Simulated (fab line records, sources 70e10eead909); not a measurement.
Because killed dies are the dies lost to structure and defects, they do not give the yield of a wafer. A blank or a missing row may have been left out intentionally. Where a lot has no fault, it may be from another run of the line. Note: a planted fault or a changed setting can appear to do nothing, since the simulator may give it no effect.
Struck lot and sound lot, side by side + flow nand harc + 14 steps out of a route of 1302
Sound: the wafers L182.2, L182.4, L182.6. The struck wafers were L197.4, L197.5, L197.6. Last of all comes the cause.
Each step with rows lists, per side, the tool, then ch with its chambers, then its first start. Under that, the readings that differ: sound wafers + struck wafers + difference of the means + sigmas: that difference in standard deviations of wafers without a fault.
alike: words and numbers the same on both sides, and readings whose means are apart by under 2 such deviations; not compared: readings that were withheld, readings missing a value for some wafer, numbers with overlapping values and no deviation given by the record, and bounds like >300 which may hide the same value.
A row with sigmas, a row that says differs or no value, or rows on one side alone: a step with any of these is where the two part. When numbers do not overlap yet have no deviation, they are printed without sigmas and do not part them. Lack of a reading on every wafer of one side parts them only where that side has two or more wafers.

first, 4 steps without rows for these wafers: NHARC_P_M1_EBR_05; NHARC_P_M1_EXPOSE_06 (exposes mask P M1, target cd 130 nm); NHARC_P_M1_PEB_07 (peb time 65 s); NHARC_P_M1_DEVELOP_08 (develop time 35 s).
NHARC_P_M1_CD_MEAS_09 targets a cd of 130 nm.
  sound on cd sem-03 ch 0, day 6 21:02; struck on cd sem-02 ch 0, day 12 20:59
  alike: cd nm
NHARC_P_M1_OVL_MEAS_10: pitch 260 nm.
  sound on overlay-01 at day 6 21:07; struck on overlay-02 at day 12 21:04
  alike: overlay x nm, overlay y nm
NHARC_P_M1_INSPECT_11:
  sound on defect inspect-01 at day 6 21:09; struck on defect inspect-01 at day 12 21:06
  alike: raw defect count
NHARC_P_M1_DESCUM_14: chemistry O2, time 3 s.
  sound on rie diel-07 ch 2,3, day 6 21:17; struck on rie diel-09 ch 0,1, day 12 21:10
| reading                     | sound             | struck            | difference | sigmas |
|-----------------------------|-------------------|-------------------|------------|--------|
| drypump motor current A (A) | 5.4 5.0 5.0       | 6.5 6.5 5.2       | +0.9       | +2     |
| oes product au (a.u.)       | 1.011 1.014 1.025 | 0.984 0.990 0.999 | -0.026     | -2     |
  alike: rf vpp V, showerhead plenum p Torr, throttle valve pct
  not compared: rf hours counter h
NHARC_P_M1_ETCH_35: etches the open film in N2/H2, target depth 40 nm, overetch 12 nm, time 43.94 s.
  sound on rie diel-07 ch 0,2,3, day 6 21:23; struck on rie diel-09 ch 2,3, day 12 21:15
  alike: bias w, chamber pressure mTorr, drypump motor current A, oes product au, rf vpp V, showerhead plenum p Torr, throttle valve pct
  not compared: rf hours counter h
NHARC_P_M1_ETCH_15: etches the open film in C4F8/Ar, target depth 182.5 nm, time 91.2 s.
  sound: rie diel-07 ch 1,3; struck: rie diel-09 ch 0,1,3
  alike: bias w, chamber pressure mTorr, oes product au, rf vpp V
  not compared: rf hours counter h
NHARC_P_M1_CD_MEAS_16:
  sound on cd sem-01 at day 6 21:35; struck on cd sem-02 at day 12 21:28
  alike: cd nm
NHARC_P_M1_STRIP_18: strips in N2/H2.
  sound on rie diel-07 ch 2,3, day 6 21:41; struck on rie diel-07 ch 0,1,3, day 12 21:35
| reading                         | sound          | struck         | difference | sigmas |
|---------------------------------|----------------|----------------|------------|--------|
| showerhead plenum p Torr (Torr) | 2.04 2.20 2.20 | 2.01 2.02 1.99 | -0.14      | -2     |
  alike: drypump motor current A, oes product au, rf vpp V, throttle valve pct
  not compared: rf hours counter h
NHARC_P_M1_ETCH_28: etches the open film in CF4/N2, target depth 30 nm, time 72.99 s.
  sound on rie diel-07 ch 1,2,3, day 6 21:55; struck on rie diel-07 ch 0,2,3, day 12 21:47
  no value came back on the struck wafers for any of 7 readings (bias w (W), cf4 flow sccm (sccm) and others); on the sound wafers bias w (W) reads 100.18 99.74 99.99
  not compared: rf hours counter h
then, 1 step without rows for these wafers: NHARC_P_M1_STRIP_19 (strips in post etch residue remover, time 600 s).

## WHERE THEY PART
At NHARC_P_M1_DESCUM_14 first; at NHARC_P_M1_ETCH_28 last (within this record only).

WHY: whatever the simulator had introduced
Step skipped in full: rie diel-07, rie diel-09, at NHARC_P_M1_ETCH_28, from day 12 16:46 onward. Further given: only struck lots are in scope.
